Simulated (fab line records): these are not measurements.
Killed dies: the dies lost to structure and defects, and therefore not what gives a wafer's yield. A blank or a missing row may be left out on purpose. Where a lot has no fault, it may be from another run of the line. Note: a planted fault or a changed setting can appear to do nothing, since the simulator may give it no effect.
Problem report in the 8D (eight disciplines) form, filled by code || flow n5_finfet || the parts of the form that need people (team, actions taken, sign-off) are left out

== 1. THE ISSUE ==
Mean of rf_fwd_power_W at N5_BEOL_M8_VIA_ETCH_34: 425.1 W across 2 wafers in 2 lots; on wafers with no fault it is 341.8 W (standard deviation 1.4). That puts it +59 standard deviations away from the usual mean.
The step: etches SiCOH lowk in C4F6/O2, target depth 125.5 nm, time 50.5 s.
First observed at day 11 18:44: wafer L191.2, on rie_diel-02. The record has a number at this step for 16 wafers belonging to 6 lots. Rule for "out", or "out of limits": more than 4 standard deviations from the usual mean. All remaining wafers that have a number are taken as sound.

== 2. WHAT IT IS, AND WHAT IT ISN'T ==
{"question": "which readings at this step", "is": "rf_fwd_power_W, oes_f_703_au, oes_o_777_au, rf_vpp_V", "is not": "drypump_motor_current_A, showerhead_plenum_p_Torr, throttle_valve_pct"}
{"question": "which lots", "is": "L191, L192", "is not": "L184, L185, L197, L202"}
{"question": "which wafers of those lots", "is": "L191.2, L192.1", "is not": "L191.4, L191.6"}
{"question": "read on which tools", "is": "rie_diel-02", "is not": "rie_diel-01, rie_diel-06"}
{"question": "when", "is": "from day 11 18:44", "is not": "up to then (8 sound wafers); but 6 sound wafers of L197, L202 came after"}

== 3. WHAT RULES OUT EACH SUSPECT ==
Counting: if a tool at a process step up to the reading ran every lot that is out, it stays a suspect. Sound lots after the first of them don't rule it out here, since some wafers of a struck lot are sound.
- rie_diel-02 at N5_BEOL_M8_DESCUM_33 (chemistry O2, time 7 s): kept. It processed each lot that is out (first: L191, day 11 18:34); up to then, its last sound lot is L184 (day 9 23:22).
- rie_diel-02 at N5_BEOL_M8_ETCH_72 (etches underlayer in N2/H2, target depth 6.5 nm, time 5.2 s): kept. It processed each lot that is out (first: L191, day 11 18:35); up to then, its last sound lot is L184 (day 9 23:24).
- rie_diel-02 at N5_BEOL_M8_ETCH_65 (etches SiARC in CF4, target depth 15.6 nm, time 26 s): kept. It processed each lot that is out (first: L191, day 11 18:37); up to then, its last sound lot is L184 (day 9 23:25).
- rie_diel-02 at N5_BEOL_M8_ETCH_66 (etches SOC in N2/H2, target depth 80 nm, overetch 16 nm, time 120 s): kept. It processed each lot that is out (first: L191, day 11 18:38); up to then, its last sound lot is L184 (day 9 23:27).
- rie_diel-02 at N5_BEOL_M8_VIA_ETCH_34 (etches SiCOH lowk in C4F6/O2, target depth 125.5 nm, time 50.5 s): kept. It processed each lot that is out (first: L191, day 11 18:44); up to then, its last sound lot is L184 (day 9 23:33). On those wafers its own readings are out: oes_f_703_au, oes_o_777_au, rf_fwd_power_W, rf_vpp_V.
- Within rie_diel-02 at N5_BEOL_M8_DESCUM_33: the wafers that are out ran in chamber 0; their sound lot-mates ran in chamber 2.
- Within rie_diel-02 at N5_BEOL_M8_ETCH_72: the wafers that are out ran in chamber 0; their sound lot-mates ran in chamber 2.
- Within rie_diel-02 at N5_BEOL_M8_ETCH_65: the wafers that are out ran in chamber 0; their sound lot-mates ran in chamber 2.
- Within rie_diel-02 at N5_BEOL_M8_ETCH_66: the wafers that are out ran in chamber 0; their sound lot-mates ran in chamber 2.
- Within rie_diel-02 at N5_BEOL_M8_VIA_ETCH_34: the wafers that are out ran in chamber 0; their sound lot-mates ran in chamber 2.
Left after counting: rie_diel-02 at N5_BEOL_M8_DESCUM_33, rie_diel-02 at N5_BEOL_M8_ETCH_72, rie_diel-02 at N5_BEOL_M8_ETCH_65, rie_diel-02 at N5_BEOL_M8_ETCH_66, rie_diel-02 at N5_BEOL_M8_VIA_ETCH_34.

== 4. THE CAUSE (what the simulator had put in) ==
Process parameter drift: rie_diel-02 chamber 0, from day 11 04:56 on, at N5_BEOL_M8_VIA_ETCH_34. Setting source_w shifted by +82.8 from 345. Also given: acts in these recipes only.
Counting leaves 5 suspects; this tool is one of them.

== 5. THE EFFECT CHAIN, in route order ==
One row per reading whose mean, taken over the struck wafers that have a number, lies over 3 standard deviations from the usual. Only readings whose record carries a usual standard deviation are examined. hours: median over the lots of the time between each lot's start at the first step of this table that gives one and its start at this step. sigmas: the change, counted in usual standard deviations.
{"hours": 0, "step": "N5_BEOL_M8_VIA_ETCH_34", "reading": "oes_f_703_au", "usual": "0.77 a.u.", "on struck wafers": 1.18, "change": "+0.41", "sigmas": "+5.9"}
{"hours": 0, "step": "N5_BEOL_M8_VIA_ETCH_34", "reading": "oes_o_777_au", "usual": "0.77 a.u.", "on struck wafers": 1.15, "change": "+0.38", "sigmas": "+5.4"}
{"hours": 0, "step": "N5_BEOL_M8_VIA_ETCH_34", "reading": "rf_fwd_power_W", "usual": "341.8 W", "on struck wafers": 425.1, "change": "+83.3", "sigmas": "+59"}
{"hours": 0, "step": "N5_BEOL_M8_VIA_ETCH_34", "reading": "rf_vpp_V", "usual": "664 V", "on struck wafers": 598, "change": -66, "sigmas": -12}
It contains these process steps:
- N5_BEOL_M8_VIA_ETCH_34: etches SiCOH lowk in C4F6/O2, target depth 125.5 nm, time 50.5 s.

== 6. WHAT WOULD HAVE CAUGHT IT SOONER ==
In this record the first reading out of limits was taken at day 11 18:44, 14 hours after the fault began at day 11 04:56.
